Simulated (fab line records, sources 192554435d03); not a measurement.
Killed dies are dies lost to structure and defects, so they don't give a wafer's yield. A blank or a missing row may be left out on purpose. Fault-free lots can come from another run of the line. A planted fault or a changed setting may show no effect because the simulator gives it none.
Split-lot trial + flow n5 finfet + 21 wafers read from 7 lots, route of 1938 steps

## THE SPLIT ITSELF
At N5_BEOL_M3_EXPOSE_08 (exposes mask M3), the setting dose mj was moved away from the recipe's 33 on 6 of the 21 wafers read, by -3.7% to +5.5%. The other wafers ran this setting at the recipe's value.

## FROM THE SPLIT TO THE READING: what the file shows between them, 13 steps
- N5_BEOL_M3_PEB_09: peb time 60 s
- N5_BEOL_M3_DEVELOP_10: develop time 30 s
- N5_BEOL_M3_DESCUM_16: chemistry O2, time 7 s
- N5_BEOL_M3_ETCH_74: etches underlayer in N2/H2, target depth 6.5 nm, time 5.2 s
- N5_BEOL_M3_ETCH_63: etches SiARC in CF4, target depth 15.6 nm, time 26 s
- N5_BEOL_M3_ETCH_64: etches SOC in N2/H2, target depth 75 nm, overetch 15 nm, time 112.5 s
- N5_BEOL_M3_STRIP_65: strips in N2/H2
- N5_BEOL_M3_STRIP_75: strips in N2/H2
- N5_BEOL_M3_STRIP_66: strips in CF4
- N5_BEOL_M3_HM_OPEN_17: chemistry Cl2/BCl3, target TiN, target depth 20 nm, overetch 6 nm
- N5_BEOL_M3_STRIP_19: strips in O2
- N5_BEOL_M3_PRECLEAN_42: cleans in residue remover, time 60 s
- N5_BEOL_M3_SRD_43: time 30 s

## THE READING
cd nm, in nm, at N5_BEOL_M3_CD_MEAS_35 (target cd 18 nm, target cd y 21 nm). Typical for fault-free wafers on this fab line: 18.01 nm, with standard deviation 0.29 nm.

| wafer  | tool, chamber at the split | dose mj as run | against the recipe | cd nm, nm | against lot-mates on the recipe |
|--------|----------------------------|----------------|--------------------|-----------|---------------------------------|
| L076.2 | euv scanner-02, 0          | 33             | recipe             | 18.16     | -                               |
| L076.4 | euv scanner-02, 0          | 33             | recipe             | 18.27     | -                               |
| L076.5 | euv scanner-02, 0          | 33             | recipe             | 18.34     | -                               |
| L079.1 | euv scanner-02, 0          | 33.99          | +3.0%              | 19.74     | +1.09                           |
| L079.2 | euv scanner-02, 0          | 33             | recipe             | 18.65     | -                               |
| L079.4 | euv scanner-02, 0          | 33.99          | +3.0%              | 19.04     | +0.39                           |
| L083.3 | euv scanner-02, 0          | 34.81          | +5.5%              | 19.08     | +1.32                           |
| L083.4 | euv scanner-02, 0          | 33             | recipe             | 17.95     | -                               |
| L083.5 | euv scanner-02, 0          | 33             | recipe             | 17.57     | -                               |
| L088.1 | euv scanner-01, 0          | 34.05          | +3.2%              | 18.60     | +0.89                           |
| L088.4 | euv scanner-01, 0          | 33             | recipe             | 17.71     | -                               |
| L088.5 | euv scanner-01, 0          | 34.05          | +3.2%              | 18.56     | +0.85                           |
| L089.1 | euv scanner-02, 0          | 33             | recipe             | 17.88     | -                               |
| L089.2 | euv scanner-02, 0          | 31.78          | -3.7%              | 17.11     | -0.82                           |
| L089.4 | euv scanner-02, 0          | 33             | recipe             | 17.99     | -                               |
| L090.1 | euv scanner-01, 0          | 33             | recipe             | 18.04     | -                               |
| L090.2 | euv scanner-01, 0          | 33             | recipe             | 17.95     | -                               |
| L090.5 | euv scanner-01, 0          | 33             | recipe             | 17.82     | -                               |
| L092.1 | euv scanner-02, 0          | 33             | recipe             | 17.77     | -                               |
| L092.3 | euv scanner-02, 0          | 33             | recipe             | 18.20     | -                               |
| L092.4 | euv scanner-02, 0          | 33             | recipe             | 18.06     | -                               |

THE FIT
A straight line over all 21 wafers: cd nm changes by +0.251 nm for each +1% of dose mj; r = +0.82; the points scatter about the line by 0.34 nm.
The same after taking each lot's own level away (the mean of its wafers on the recipe; 21 wafers): +0.245 nm for each +1%; r = +0.95; scatter 0.16 nm.
That fit puts the effect of the largest move of dose mj on the reading at 1.3 nm.
The lots' own levels span 17.710 to 18.650 nm, that is 3.2 times the standard deviation above.
Consequently the slope shifts little with the lot-to-lot level, the two slopes agreeing.
Check: with one of the wafers moved furthest among these (+5.5%) left out of the fit, the line predicts +1.38 nm for it against its lot-mates. Against them it came out at +1.32 nm.

## THE WHOLE CHAIN: every reading that the file lists as answering this split, in the file's order
| step                  | what it does                                                          | reading                                                               | change (the file's fit)               | r (the file's) |
|-----------------------|-----------------------------------------------------------------------|-----------------------------------------------------------------------|---------------------------------------|----------------|
| N5_BEOL_M3_ETCH_74    | etches underlayer in N2/H2, target depth 6.5 nm, time 5.2 s           | BEOL_M3.cd offset nm (the simulator's own value, which no gauge read) | +0.217 nm for each +1% of the setting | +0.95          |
| N5_BEOL_M3_ETCH_63    | etches SiARC in CF4, target depth 15.6 nm, time 26 s                  | BEOL_M3.cd offset nm (the simulator's own value, which no gauge read) | +0.227 nm for each +1% of the setting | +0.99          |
| N5_BEOL_M3_ETCH_64    | etches SOC in N2/H2, target depth 75 nm, overetch 15 nm, time 112.5 s | BEOL_M3.cd offset nm (the simulator's own value, which no gauge read) | +0.163 nm for each +1% of the setting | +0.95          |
| N5_BEOL_M3_HM_OPEN_17 | chemistry Cl2/BCl3, target TiN, target depth 20 nm, overetch 6 nm     | BEOL_M3.cd offset nm (the simulator's own value, which no gauge read) | +0.19 nm for each +1% of the setting  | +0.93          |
| N5_BEOL_M3_CD_MEAS_35 | target cd 18 nm, target cd y 21 nm                                    | cd nm                                                                 | +0.243 nm for each +1% of the setting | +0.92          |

## FILE'S OWN FIT
cd nm changes by +0.243 nm for each +1% of dose mj, r = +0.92.
